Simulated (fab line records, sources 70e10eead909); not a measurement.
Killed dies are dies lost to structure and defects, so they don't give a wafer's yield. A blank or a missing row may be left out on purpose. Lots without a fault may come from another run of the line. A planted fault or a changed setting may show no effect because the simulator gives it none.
A struck lot beside a sound one | flow nand_harc | 15 steps out of a route of 1302
Sound: wafers L787.1, L787.4, L787.6. Struck: wafers L793.2, L793.4, L793.6. The cause comes at the end.
At each step with rows: each side's tool, then ch and its chambers, then its first start. Under that, the readings that differ: sound wafers | struck wafers | difference of the means | sigmas: that difference in standard deviations of wafers without a fault.
alike: readings whose means differ by less than 2 such deviations, and words and numbers that are the same on both sides. not compared: withheld readings, readings that some wafer has no value for, bounds like >300 that may hide the same value, and numbers for which the record gives no deviation and whose values overlap.
The two part at a step that has a row with sigmas, a row that says differs or no value, or rows on one side only. Numbers that don't overlap but have no deviation are shown without sigmas and don't part them. A reading that every wafer of one side lacks parts them only if that side has two wafers or more.

NHARC_A_CHANNEL_HOLE_D1_XSEM_31:
  sound on xsem-02 ch 0, day 13 02:08; struck on xsem-02 ch 0, day 15 17:32
  alike: bot_cd_nm, bow_nm, tilt_deg
NHARC_A_CHANNEL_HOLE_D1_INSPECT_40:
  sound on defect_inspect-01, day 13 02:14; struck on defect_inspect-01, day 15 17:37
  alike: raw_defect_count
then, 2 steps without rows for these wafers: NHARC_A_CHANNEL_FILL_D1_PRECLEAN_00 (cleans in SC1); NHARC_A_CHANNEL_FILL_D1_SRD_01.
NHARC_A_CHANNEL_FILL_D1_ALD_02: deposits SiO2, target thk 6 nm, pulse time 10 s, ald cycles 60.
  sound on ald_hk-03 ch 1,2,3, day 13 02:26; struck on ald_hk-03 ch 0,1,2, day 15 17:49
  reading              | sound                | struck | difference                    | sigmas
  susceptor_temp_C (C) | 300.03 299.82 299.89 | - - -  | no value on the struck wafers |
  alike: heater_power_w, precursor_pulse_height_rel
NHARC_A_CHANNEL_FILL_D1_ALD_03: deposits SiNx, target thk 6 nm, pulse time 60 s, ald cycles 58.
  sound on ald_sin_batch-01 ch 0; struck on ald_sin_batch-02 ch 0
  reading              | sound                | struck | difference                    | sigmas
  susceptor_temp_C (C) | 630.72 630.52 630.57 | - - -  | no value on the struck wafers |
  alike: precursor_pulse_height_rel
NHARC_A_CHANNEL_FILL_D1_ALD_14: deposits SiO2, target thk 2.5 nm, pulse time 10 s, ald cycles 25.
  sound on ald_hk-01 ch 0,2, day 13 09:28; struck on ald_hk-04 ch 1,2,3, day 16 00:52
  alike: heater_power_w, precursor_pulse_height_rel, susceptor_temp_C
then, 5 steps without rows for these wafers: NHARC_A_CHANNEL_FILL_D1_ALD_15 (deposits SiNx, target thk 2 nm, pulse time 60 s, ald cycles 19); NHARC_A_CHANNEL_FILL_D1_ALD_16 (deposits SiO2, target thk 1.5 nm, pulse time 10 s, ald cycles 15); NHARC_A_CHANNEL_FILL_D1_ANNEAL_17 (time 1800 s); NHARC_A_CHANNEL_FILL_D1_CVD_18 (deposits poly-Si, target thk 3 nm); NHARC_A_CHANNEL_FILL_D1_ETCHBACK_19 (etches the open film in HBr/Cl2, target depth 5 nm, time 1.7 s).
NHARC_A_CHANNEL_FILL_D1_ETCHBACK_20: etches the open film in C4F8/O2/Ar, target depth 27 nm, time 13.5 s.
  sound on rie_diel-13 ch 0,1,3, day 14 03:08; struck on rie_diel-13 ch 0,2,3, day 16 17:43
  reading               | sound             | struck            | difference | sigmas
  oes_product_au (a.u.) | 0.93 0.93 0.93    | 1.07 1.07 1.05    | +0.13      | +4
  rf_fwd_power_W (W)    | 587.4 588.4 587.0 | 684.8 683.0 685.3 | +96.8      | +32
  alike: rf_vpp_V
  not compared: rf_hours_counter_h
NHARC_A_CHANNEL_FILL_D1_STRIP_28: strips in O2, time 20 s.
  sound on rie_diel-13 ch 0,1,3, day 14 03:14; struck on rie_diel-13 ch 2,3, day 16 17:49
  alike: drypump_motor_current_A, oes_product_au, rf_vpp_V, showerhead_plenum_p_Torr, throttle_valve_pct
  not compared: rf_hours_counter_h
then, 1 step without rows for these wafers: NHARC_END_SORT_01.

WHERE THEY PART
First at NHARC_A_CHANNEL_FILL_D1_ALD_02; last, within this record, at NHARC_A_CHANNEL_FILL_D1_ETCHBACK_20. Later steps at which nothing parts them and some readings are alike: NHARC_A_CHANNEL_FILL_D1_STRIP_28.

WHY: what the simulator had put in
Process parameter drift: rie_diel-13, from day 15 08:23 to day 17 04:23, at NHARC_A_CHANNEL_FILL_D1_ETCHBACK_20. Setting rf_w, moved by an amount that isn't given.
